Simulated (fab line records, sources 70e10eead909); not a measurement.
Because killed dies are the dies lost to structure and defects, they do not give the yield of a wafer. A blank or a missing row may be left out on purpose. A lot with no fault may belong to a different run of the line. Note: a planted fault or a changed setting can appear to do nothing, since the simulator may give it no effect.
Chamber matching    flow nand-harc    NHARC_A_WL_FILL_CMP_12 on cmp-02 has 4 sister chambers
The step polishes, t overpolish 30 s, target thk 100 nm. 4 wafers are shown with their chamber, then 9 later ones without.

## WAFERS PAIRED WITH THEIR CHAMBERS
wafer   chamber  motor-current-A (A)
L085.6  1        14.0
L091.1  2        12.0
L091.4  3        12.5
L091.6  0        11.9

## WAFERS WITHOUT THEIR CHAMBER
wafer   motor-current-A (A)
L090.3  11.1
L090.5  11.9
L090.6  13.4
L094.1  12.5
L094.3  11.2
L094.5  12.1
L096.1  11.7
L096.4  13.2
L096.5  11.6

## WHICH CHAMBER EACH WENT THROUGH
wafer   from the rows above                in truth
L090.3  can't be placed: 0 or 2 or 3       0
L090.5  can't be placed: 0 or 2 or 3       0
L090.6  can't be placed: 1 or 3 or 2 or 0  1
L094.1  can't be placed: 3 or 2 or 0       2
L094.3  can't be placed: 0 or 2 or 3       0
L094.5  can't be placed: 2 or 0 or 3       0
L096.1  can't be placed: 0 or 2 or 3       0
L096.4  can't be placed: 3 or 1 or 2 or 0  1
L096.5  can't be placed: 0 or 2 or 3       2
Placed correctly: 0 of 9. Cannot be placed on the basis of these rows: 9; the candidates contain the true chamber in 9. 0 placed wrongly.
How it was worked out, from the rows above alone: a wafer's distance from a chamber is the root of the sum, over the readings, of the square of ((its reading less the chamber's mean) divided by the reading's scatter). If the next closest chamber is less than 2 further off than the closest, the wafer can't be placed; otherwise it belongs to the closest. The mean given for a chamber averages the wafers shown for that chamber. The scatter: with one shown wafer a chamber, the root of the mean of the squares of how far each hidden wafer lies from its nearest shown one.
